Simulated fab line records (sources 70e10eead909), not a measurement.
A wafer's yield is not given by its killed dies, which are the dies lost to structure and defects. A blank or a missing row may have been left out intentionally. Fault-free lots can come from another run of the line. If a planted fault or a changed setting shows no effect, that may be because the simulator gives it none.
fab line records    flow nand-harc
[record] lots = 12  wafers = 36  last-day = 24
route steps=1159 shown P_M2@331
lots untouched by any fault: they come from a run of this same line in which no faults occurred
start-h: the number of hours between the record's first day and the start of the first shown wafer of the lot    wait-h: hours since the lot's step before    " the same as in the row above    L1.1+2: several wafers, shown together as one row    - value missing, or start not given    * or withheld: withheld    < > ~ a bound
route shown NAME@n: a module of which the file shows steps, and the number in the route of the first    usual: the fault-free wafers' mean and standard deviation    same: alike in all rows    chamber/n: place in a boat    sites: the reading at each site    _std_site: the standard deviation of these    _edge_site: outer sites' mean less inner sites'    radius-mm: how far each site lies from the wafer's centre    mask NAME#n: copy n    behind: the tool/chamber that last shaped the wafer    hold: the reason the lot was held/the length of the hold in hours/how it ended    device: which transistor (n, p or np) failed to switch    end of line: the route-end tests of the same wafers    for a step that has no rows: nothing shown but its recipe    killed: at the first sort, the dies lost to defects and structure; wafer yield is something else    map: shows each die of a wafer: x if killed, . if not, _ if none is there
set.NAME: the setting as run; set.NAME@STEP: as run at that earlier step    model.NAME: the simulator's own value behind a step, which no gauge read
route steps across a sampled set of lots; one table per step, one row per wafer
services: when a tool's chamber went out of use (start-h, in hours from the record's first day, below 0 if earlier), for how many hours, and the reason
[[steps]]
[step NHARC_P_M2_DESCUM_14]
[recipe] time-s = 3  o2-flow-sccm = 200  ar-flow-sccm = 0  bias-power-w = 0  chemistry = O2
[usual] drypump-motor-current-A = 6.0/0.42  oes-product-au = 0.997/0.0078  rf-vpp-V = 58.0/0.9  showerhead-plenum-p-Torr = 1.95/0.09  throttle-valve-pct = 11.312/0.0094
lot.wafer  tool         chamber  start-h  wait-h  drypump-motor-current-A  oes-product-au  rf-hours-counter-h  rf-vpp-V  showerhead-plenum-p-Torr  throttle-valve-pct
L353.3     rie-diel-07  2        127.70   0.1     5.8                      0.990           2                   57.9      2.06                      11.327
L353.2     "            0        "        "       5.4                      0.990           2                   57.8      1.80                      11.305
L353.6     "            3        "        "       6.3                      1.000           -                   58.9      1.95                      11.304
L355.2     rie-diel-07  0        139.84   0.1     5.4                      0.979           2                   58.4      1.80                      11.308
L355.6     "            2        "        "       5.8                      0.992           -                   60.6      2.06                      11.322
L355.5     "            3        "        "       6.3                      1.005           -                   57.6      1.95                      11.321
L360.1     rie-diel-11  1        164.83   0.1     5.6                      0.999           29                  57.5      2.04                      11.325
L360.2     "            2        "        "       5.8                      0.998           24                  57.1      1.81                      11.325
L360.6     "            3        "        "       5.8                      1.011           -                   57.7      1.95                      11.331
L362.2     rie-diel-07  0        175.07   0.1     5.4                      0.999           3                   56.5      1.80                      11.316
L362.4     "            1        "        "       6.6                      0.988           3                   56.7      1.95                      11.308
L362.3     "            2        "        "       5.8                      0.985           3                   57.8      2.06                      11.315
L361.4     rie-diel-07  2        180.03   0.1     5.8                      0.988           4                   59.4      2.06                      11.326
L361.2     "            0        "        "       5.4                      0.991           4                   57.0      1.80                      11.289
L361.6     "            2        "        "       5.8                      0.991           -                   58.9      2.06                      11.326
L368.3     rie-diel-07  2        218.28   0.1     5.8                      0.996           5                   60.7      2.06                      11.296
L368.2     "            0        "        "       5.4                      1.005           5                   58.6      1.80                      11.312
L368.5     "            2        "        "       5.8                      0.996           -                   57.3      2.06                      11.314
L367.4     rie-diel-11  3        219.02   0.1     5.8                      0.995           4                   57.5      1.95                      11.316
L367.2     "            0        "        "       5.6                      1.004           4                   58.4      2.03                      11.335
L367.5     "            2        "        "       5.8                      0.988           -                   56.8      1.81                      11.298
L372.3     rie-diel-01  3        231.54   0.1     6.3                      0.996           30                  57.2      2.01                      11.290
L372.2     "            0        "        "       6.4                      0.993           30                  56.9      1.78                      11.310
L372.6     "            1        "        "       5.7                      0.990           -                   57.9      1.94                      11.310
L371.1     rie-diel-01  2        232.12   0.1     6.6                      0.992           32                  57.3      1.92                      11.300
L371.4     "            3        "        "       6.3                      1.004           30                  57.2      2.01                      11.317
L371.6     "            1        "        "       5.6                      0.979           -                   58.8      1.94                      11.309
L373.3     rie-diel-11  0        243.56   0.2     5.6                      1.006           8                   58.3      2.02                      11.301
L373.1     "            1        "        "       5.5                      0.990           8                   57.1      2.04                      11.306
L373.5     "            1        "        "       5.6                      0.992           -                   58.8      2.04                      11.310
L374.3     rie-diel-07  3        249.22   0.1     6.3                      1.006           0                   57.1      1.95                      11.293
L374.5     "            3        "        "       6.3                      1.006           -                   57.2      1.95                      11.311
L374.6     "            0        "        "       5.4                      1.007           -                   57.0      1.80                      11.329
L376.3     rie-diel-07  3        266.69   0.1     6.3                      0.999           0                   58.1      1.95                      11.299
L376.2     "            0        "        "       5.4                      1.001           0                   57.0      1.80                      11.314
L376.5     "            2        "        "       5.8                      1.000           -                   57.5      2.06                      11.308
[step NHARC_P_M2_PVD_21]
[recipe] target-thk-a = 300  chamber-pressure-pa = 5  power-w = 5000  substrate-temp-c = 30  time-s = 20.49  material = Cu
[usual] throttle-valve-pct = 29.9/0.85
lot.wafer  tool            chamber  start-h  wait-h  throttle-valve-pct
L353.3     pvd-sputter-03  -        -        -       29.3
L353.2     "               -        "        "       30.3
L353.6     "               -        "        "       29.4
L355.2     pvd-sputter-03  -        -        -       30.2
L355.5     "               -        "        "       28.8
L355.6     "               -        "        "       28.9
L360.2     pvd-sputter-03  -        -        -       29.0
L360.1     "               -        "        "       29.2
L360.6     "               -        "        "       29.3
L362.4     pvd-sputter-03  -        -        -       29.3
L362.2     "               -        "        "       30.5
L362.3     "               -        "        "       29.1
L361.2     pvd-sputter-01  -        -        -       30.8
L361.4     "               -        "        "       30.1
L361.6     "               -        "        "       30.9
L368.2     pvd-sputter-03  -        -        -       30.3
L368.3     "               -        "        "       29.2
L368.5     "               -        "        "       30.1
L367.4     pvd-sputter-01  -        -        -       29.4
L367.2     "               -        "        "       28.2
L367.5     "               -        "        "       30.8
L372.2     pvd-sputter-01  -        -        -       30.2
L372.3     "               -        "        "       30.8
L372.6     "               -        "        "       28.2
L371.1     pvd-sputter-02  -        -        -       30.3
L371.4     "               -        "        "       28.9
L371.6     "               -        "        "       30.6
L373.3     pvd-sputter-02  -        -        -       30.2
L373.1     "               -        "        "       30.3
L373.5     "               -        "        "       30.3
L374.3     pvd-sputter-03  -        -        -       28.9
L374.5     "               -        "        "       30.4
L374.6     "               -        "        "       30.2
L376.2     pvd-sputter-03  -        -        -       30.3
L376.3     "               -        "        "       30.3
L376.5     "               -        "        "       29.2
[step NHARC_P_M2_CMP_23]
[recipe] t-overpolish-s = 20  target-thk-nm = 144.3
[usual] edge-zone-pressure-frac = 0.999/0.0049  motor-current-A = 12.8/1.2  time-to-endpoint-s = 28.5/2.2
lot.wafer  tool    chamber  start-h  wait-h  edge-zone-pressure-frac  motor-current-A  time-to-endpoint-s
L353.3     cmp-01  2        129.87   -       0.999                    11.8             24.8
L353.2     "       3        "        "       1.006                    12.6             28.3
L353.6     "       1        "        "       1.001                    11.8             28.4
L355.2     cmp-04  0        142.00   -       0.997                    14.4             25.8
L355.5     "       0        "        "       0.993                    14.6             25.6
L355.6     "       1        "        "       1.004                    14.1             27.4
L360.1     cmp-04  2        167.38   -       1.005                    11.1             26.0
L360.2     "       1        "        "       1.004                    14.3             25.7
L360.6     "       3        "        "       1.002                    11.4             25.4
L362.3     cmp-04  1        177.22   -       -                        -                -
L362.4     "       2        "        "       -                        -                -
L362.2     "       3        "        "       -                        -                -
L361.4     cmp-04  3        182.44   -       -                        -                -
L361.2     "       0        "        "       -                        -                -
L361.6     "       3        "        "       -                        -                -
L368.2     cmp-04  0        220.86   -       1.001                    15.3             28.4
L368.3     "       1        "        "       1.003                    14.0             30.7
L368.5     "       0        "        "       0.999                    14.0             28.4
L367.4     cmp-02  2        221.25   -       1.005                    11.4             28.8
L367.2     "       3        "        "       1.002                    12.4             30.1
L367.5     "       2        "        "       1.002                    11.8             32.0
L372.3     cmp-04  0        233.84   -       0.997                    14.9             29.1
L372.2     "       1        "        "       1.008                    14.4             28.2
L372.6     "       3        "        "       0.994                    12.4             31.2
L371.1     cmp-02  3        234.25   -       0.995                    12.9             30.2
L371.4     "       1        "        "       1.004                    12.4             29.3
L371.6     "       2        "        "       1.008                    10.8             28.0
L373.3     cmp-01  2        246.09   -       0.997                    12.2             28.7
L373.1     "       0        "        "       1.002                    13.8             29.9
L373.5     "       2        "        "       0.998                    12.4             29.5
L374.3     cmp-01  1        251.33   -       1.000                    12.4             32.2
L374.5     "       1        "        "       1.004                    12.5             32.8
L374.6     "       2        "        "       0.997                    11.4             29.2
L376.2     cmp-04  1        268.79   -       1.000                    14.7             28.2
L376.3     "       2        "        "       0.998                    12.2             29.0
L376.5     "       1        "        "       1.003                    15.0             28.2
[step NHARC_P_M2_THK_MEAS_24]
[recipe] thk-meas-gauge = xrf
[usual] thk-nm = 144.2/1.4
lot.wafer  tool           chamber  start-h  wait-h  hold                      thk-nm
L353.2     film-metro-02  -        130.13   -       -                         146.6
L353.3     "              -        "        "       -                         145.6
L353.6     "              -        "        "       -                         143.7
L355.2     film-metro-02  -        142.32   -       -                         143.3
L355.5     "              -        "        "       -                         142.4
L355.6     "              -        "        "       -                         144.3
L360.1     film-metro-02  -        167.70   -       -                         143.4
L360.2     "              -        "        "       -                         141.3
L360.6     "              -        "        "       -                         143.5
L362.2     film-metro-01  -        177.50   0.2     await-dispo/0.2h/release  407.1
L362.3     "              -        "        "       await-dispo/0.2h/release  399.1
L362.4     "              -        "        "       await-dispo/0.2h/release  400.9
L362.2     film-metro-01  -        177.68   0.2     -                         404.7
L362.3     "              -        "        "       -                         397.3
L362.4     "              -        "        "       -                         403.4
L361.2     film-metro-01  -        182.76   0.3     await-dispo/0.2h/release  398.1
L361.4     "              -        "        "       await-dispo/0.2h/release  399.8
L361.6     "              -        "        "       await-dispo/0.2h/release  398.6
L361.2     film-metro-01  -        182.93   0.2     -                         396.7
L361.4     "              -        "        "       -                         398.7
L361.6     "              -        "        "       -                         400.3
L368.2     film-metro-02  -        221.15   -       -                         145.5
L368.3     "              -        "        "       -                         142.1
L368.5     "              -        "        "       -                         146.0
L367.2     film-metro-02  -        221.56   -       -                         144.2
L367.4     "              -        "        "       -                         142.6
L367.5     "              -        "        "       -                         144.3
L372.2     film-metro-02  -        234.09   -       -                         146.2
L372.3     "              -        "        "       -                         146.3
L372.6     "              -        "        "       -                         144.9
L371.1     film-metro-01  -        234.54   -       -                         142.7
L371.4     "              -        "        "       -                         143.6
L371.6     "              -        "        "       -                         143.1
L373.1     film-metro-01  -        246.39   -       -                         143.6
L373.3     "              -        "        "       -                         145.2
L373.5     "              -        "        "       -                         142.5
L374.3     film-metro-01  -        251.64   -       -                         145.0
L374.5     "              -        "        "       -                         145.5
L374.6     "              -        "        "       -                         143.6
L376.2     film-metro-01  -        269.10   -       -                         144.4
L376.3     "              -        "        "       -                         141.8
L376.5     "              -        "        "       -                         145.5
[step NHARC_P_M2_INSPECT_27]
[usual] raw-defect-count = 325/120
lot.wafer  tool               chamber  start-h  wait-h  raw-defect-count
L353.2     defect-inspect-02  -        130.31   0.0     387
L353.3     "                  -        "        "       281
L353.6     "                  -        "        "       361
L355.2     defect-inspect-02  -        142.50   0.0     391
L355.5     "                  -        "        "       658
L355.6     "                  -        "        "       317
L360.1     defect-inspect-02  -        167.85   0.0     353
L360.2     "                  -        "        "       507
L360.6     "                  -        "        "       506
L368.2     defect-inspect-02  -        221.30   0.0     420
L368.3     "                  -        "        "       304
L368.5     "                  -        "        "       243
L367.2     defect-inspect-02  -        221.72   0.0     164
L367.4     "                  -        "        "       189
L367.5     "                  -        "        "       284
L372.2     defect-inspect-02  -        234.25   0.0     298
L372.3     "                  -        "        "       395
L372.6     "                  -        "        "       398
L371.1     defect-inspect-01  -        234.71   0.0     291
L371.4     "                  -        "        "       295
L371.6     "                  -        "        "       311
L373.1     defect-inspect-01  -        246.56   0.0     377
L373.3     "                  -        "        "       246
L373.5     "                  -        "        "       323
L374.3     defect-inspect-02  -        251.88   0.0     271
L374.5     "                  -        "        "       272
L374.6     "                  -        "        "       190
L376.2     defect-inspect-01  -        269.26   0.0     344
L376.3     "                  -        "        "       267
L376.5     "                  -        "        "       680
[[services]]
tool            chamber  start-h  hours  kind
cmp-04          -        105.08   4.0    pm
cmp-01          -        109.96   2.0    repair
rie-diel-07     -        117.51   0.3    repair
cmp-02          -        128.97   4.0    pm
pvd-sputter-02  -        129.72   3.8    repair
rie-diel-01     -        137.80   9.0    pm
rie-diel-11     2        140.05   15.5   repair
cmp-02          -        140.09   0.9    repair
cmp-01          -        146.72   1.0    repair
pvd-sputter-01  -        158.00   10.0   pm
cmp-04          -        165.70   1.1    repair
cmp-01          -        167.05   1.3    repair
cmp-02          -        167.25   5.0    repair
cmp-01          -        179.50   4.0    pm
rie-diel-11     -        189.50   9.0    pm
cmp-01          -        195.96   0.4    repair
pvd-sputter-03  -        202.88   5.0    repair
cmp-04          -        203.08   4.0    pm
rie-diel-07     -        209.87   2.0    repair
pvd-sputter-02  -        214.04   10.0   pm
cmp-02          -        226.97   4.0    pm
rie-diel-07     -        239.89   9.0    pm
rie-diel-11     2        242.59   42.5   repair
rie-diel-07     3        252.40   6.6    repair
[[key]]
[first-sign] step = NHARC_P_M2_CMP_23  reading = tool-record  direction = missing
[effect] step = NHARC_P_M2_THK_MEAS_24  reading = visit  direction = added
[effect] step = NHARC_P_M2_THK_MEAS_24  reading = thk-nm  direction = up  sigmas = 99+  usual = 144.2  struck = 400.6
met-at NHARC_P_M2_CMP_23
struck-lots L361,L362
scrapped-behind NHARC_P_M2_THK_MEAS_24 L361.2,L361.4,L361.6,L362.2,L362.3,L362.4
not-acting-at NHARC_P_M2_DESCUM_14,NHARC_P_M2_PVD_21,NHARC_P_M2_INSPECT_27
onset-between 167.38 177.22
[fault] kind = skipped-step-whole  tool = cmp-04  chamber = -  onset-h = 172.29  steps = NHARC_P_M2_CMP_23  scope = struck-lots-only
